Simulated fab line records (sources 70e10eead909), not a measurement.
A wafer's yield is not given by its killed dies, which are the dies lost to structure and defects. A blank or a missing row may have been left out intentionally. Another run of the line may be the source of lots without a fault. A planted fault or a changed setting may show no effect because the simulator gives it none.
Chamber matching || flow nandHarc || NHARC_A_CHANNEL_FILL_D2_CMP_10 on cmp-02 has 4 sister chambers
The step polishes, target thk 150 nm. 4 wafers are shown with their chamber, then 7 later ones without.

## WAFERS, EACH WITH ITS CHAMBER
{"wafer": "L083.6", "chamber": 1, "motorCurrentA (A)": 11.8}
{"wafer": "L086.6", "chamber": 3, "motorCurrentA (A)": 13.2}
{"wafer": "L087.2", "chamber": 2, "motorCurrentA (A)": 13.3}
{"wafer": "L087.3", "chamber": 0, "motorCurrentA (A)": 11.4}

## WAFERS MISSING THEIR CHAMBER
{"wafer": "L087.5", "motorCurrentA (A)": 14.2}
{"wafer": "L089.2", "motorCurrentA (A)": 13.3}
{"wafer": "L089.3", "motorCurrentA (A)": 14.1}
{"wafer": "L089.4", "motorCurrentA (A)": 11.8}
{"wafer": "L095.1", "motorCurrentA (A)": 13.1}
{"wafer": "L095.3", "motorCurrentA (A)": 11.9}
{"wafer": "L095.5", "motorCurrentA (A)": 13.0}

## EACH ONE'S CHAMBER
{"wafer": "L087.5", "from the rows above": "can't be placed: 2 or 3", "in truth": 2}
{"wafer": "L089.2", "from the rows above": "can't be placed: 2 or 3", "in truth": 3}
{"wafer": "L089.3", "from the rows above": "can't be placed: 2 or 3", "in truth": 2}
{"wafer": "L089.4", "from the rows above": "can't be placed: 1 or 0", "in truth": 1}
{"wafer": "L095.1", "from the rows above": "can't be placed: 3 or 2", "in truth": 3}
{"wafer": "L095.3", "from the rows above": "can't be placed: 1 or 0", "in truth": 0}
{"wafer": "L095.5", "from the rows above": "can't be placed: 3 or 2", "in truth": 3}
0 of 7 placed correctly. Unplaceable from these rows: 7, with the true chamber sitting among the candidates in 7. Wrongly placed: 0.
How it was worked out, from the rows above alone: a wafer's distance from a chamber is the root of the sum, over the readings, of the square of ((its reading less the chamber's mean) divided by the reading's scatter). If the next closest chamber is less than 2 further off than the closest, the wafer can't be placed; otherwise it belongs to the closest. The mean given for a chamber averages the wafers shown for that chamber. The scatter: root of mean squared gap, hidden wafer to nearest shown wafer, with one shown wafer a chamber.
